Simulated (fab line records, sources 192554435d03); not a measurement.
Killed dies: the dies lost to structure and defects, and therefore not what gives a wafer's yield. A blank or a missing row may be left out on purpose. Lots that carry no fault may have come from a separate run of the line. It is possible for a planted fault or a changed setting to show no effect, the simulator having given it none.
Comparing a struck lot with a sound one | flow n5 finfet | 37 out of 1938 route steps
Sound: these wafers, L294.1, L294.2, L294.6. Wafers struck: L308.1, L308.2, L308.4. The cause is given at the end.
Each step with rows lists, per side, the tool, then ch with its chambers, then its first start. Under that, the readings that differ: sound wafers | struck wafers | difference of the means | sigmas: that difference in standard deviations of wafers without a fault.
alike: same words and numbers on both sides, and readings whose means sit less than 2 such deviations apart. not compared: any withheld reading, any reading some wafer has no value for, any bound like >300 that may hide the same value, and any number with overlapping values for which the record gives no deviation.
Wherever a step has rows on one side only, a row that says differs or no value, or a row with sigmas, the two part there. Non-overlapping numbers with no deviation appear without sigmas and do not part them. A reading missing from all wafers of one side parts the sides only when that side holds two or more wafers.

first, 9 steps without rows for these wafers: N5_BEOL_M7_ALD_77 (deposits TaN, target thk 2 nm, pulse time 2 s, purge time 3 s); N5_BEOL_M7_SURFACE_TREAT_79; N5_BEOL_M7_CVD_78 (deposits Co from CCTBA/H2, target thk 2 nm, time 142.3 s); N5_BEOL_M7_SPUTTER_48 (material Cu, target thk 10 nm, time 1.667 s); N5_BEOL_M7_ECD_50 (material Cu, target thk 300 nm); N5_BEOL_M7_ANNEAL_51 (time 90 s); N5_BEOL_M7_CMP_52 (polishes, stops on SiCOH lowk, t overpolish 6.9 s, target thk 80 nm); N5_BEOL_M7_PRE_CLEAN_55 (time 15 s); N5_BEOL_M7_DEP_56 (deposits SiCN from 3MS/NH3, target thk 10 nm, time 17.5 s).
N5_BEOL_M8_ILD_DEP_00: deposits SiCOH lowk from DEMS/porogen, target thk 179.75 nm, time 33.4 s.
  sound on pecvd-01 ch 0,1,2, day 10 23:28; struck on pecvd-01 ch 1,2, day 15 04:20
  reading                                            | sound                | struck               | difference | sigmas
  susceptor temp C (C)                               | 300.33 300.33 300.17 | 292.76 292.89 292.59 | -7.53      | -42
  model.SiCOH_lowk_of_BEOL_M8_ILD_DEP_00.thk nm (nm) | 178 178.8 180.8      | 183.6 186 187        | +6.3       |
  alike: heater power w, showerhead plenum p Torr, throttle valve pct
then, 1 step without rows for these wafers: N5_BEOL_M8_CURE_74 (cures SiCOH lowk, time 240 s).
N5_BEOL_M8_THK_MEAS_01:
  sound: film metro-01 at day 11 00:02; struck: film metro-02 at day 15 04:56
  reading         | sound             | struck            | difference | sigmas
  M8_ILD_THK (nm) | 153.5 154.2 156.0 | 158.4 160.5 161.3 | +5.5       | +3
then, 23 steps without rows for these wafers: N5_BEOL_M8_PECVD_70 (deposits SiO2 from TEOS/O2, target thk 20 nm, time 22.7 s); N5_BEOL_M8_HM_DEP_02 (deposits TiN, target thk 20 nm); N5_BEOL_M8_COAT_59 (time 60 s, resist thk 100 nm); N5_BEOL_M8_COAT_60 (time 60 s, resist thk 35 nm); N5_BEOL_M8_COAT_05 (resist thk 90 nm); N5_BEOL_M8_EBR_07; N5_BEOL_M8_SOFTBAKE_06 (time 60 s); N5_BEOL_M8_EXPOSE_08 (exposes mask M8); N5_BEOL_M8_PEB_09 (peb time 60 s); N5_BEOL_M8_DEVELOP_10 (develop time 30 s); N5_BEOL_M8_DESCUM_16 (chemistry O2, time 7.9 s); N5_BEOL_M8_ETCH_61 (etches SiARC in CF4, target depth 45.5 nm, time 75.8 s); N5_BEOL_M8_ETCH_62 (etches SOC in N2/H2, target depth 110 nm, overetch 22 nm, time 165 s); N5_BEOL_M8_STRIP_68 (strips in N2/H2); N5_BEOL_M8_STRIP_67 (strips in CF4); N5_BEOL_M8_HM_OPEN_17 (chemistry Cl2/BCl3, target TiN, target depth 20 nm, overetch 6 nm); N5_BEOL_M8_STRIP_19 (strips in O2); N5_BEOL_M8_COAT_63 (time 60 s, resist thk 60 nm); N5_BEOL_M8_COAT_64 (time 60 s, resist thk 12 nm); N5_BEOL_M8_COAT_71 (time 60 s, resist thk 5 nm); N5_BEOL_M8_COAT_22 (resist thk 30 nm); N5_BEOL_M8_EBR_24; N5_BEOL_M8_SOFTBAKE_23 (time 60 s).
N5_BEOL_M8_CMP_52: polishes, stops on SiCOH lowk, t overpolish 6.9 s, target thk 80 nm.
  sound on cmp-02 ch 1,3, day 11 05:21; struck on cmp-02 ch 0,1,2, day 15 11:20
  reading                                            | sound           | struck            | difference | sigmas
  model.SiCOH_lowk_of_BEOL_M8_ILD_DEP_00.thk nm (nm) | 150.4 151.2 153 | 155.4 157.6 158.2 | +5.5       |
  alike: barrier field endpoint s, motor current A, overpolish run s, time to endpoint s
-- a jump in the record: the struck wafers' starts before and after are 3 days apart (it breaks off in module BEOL_M8 and resumes in module PASSIVATION, where the first step shown is number 1936 of the route) --
N5_PASSIVATION_PROBE_49:
  sound: prober-01 at day 13 19:20; struck: prober-01 at day 18 03:50
  alike: defect limited yield, killed_at_M0_to_M3, killed_at_M4_up, killed at contacts, killed at front end, killed at other, killed dies, killed open, killed short, sort_bin_5_function, sort_bin_6_memory, sort n pass, sort yield pct

## WHERE THEY PART
First at N5_BEOL_M8_ILD_DEP_00; last, within this record, at N5_BEOL_M8_THK_MEAS_01. Later steps at which nothing parts them and some readings are alike: N5_BEOL_M8_CMP_52, N5_PASSIVATION_PROBE_49.

WHY: what had been put in by the simulator
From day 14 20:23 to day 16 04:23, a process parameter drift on pecvd-01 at N5_BEOL_M8_ILD_DEP_00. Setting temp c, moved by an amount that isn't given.
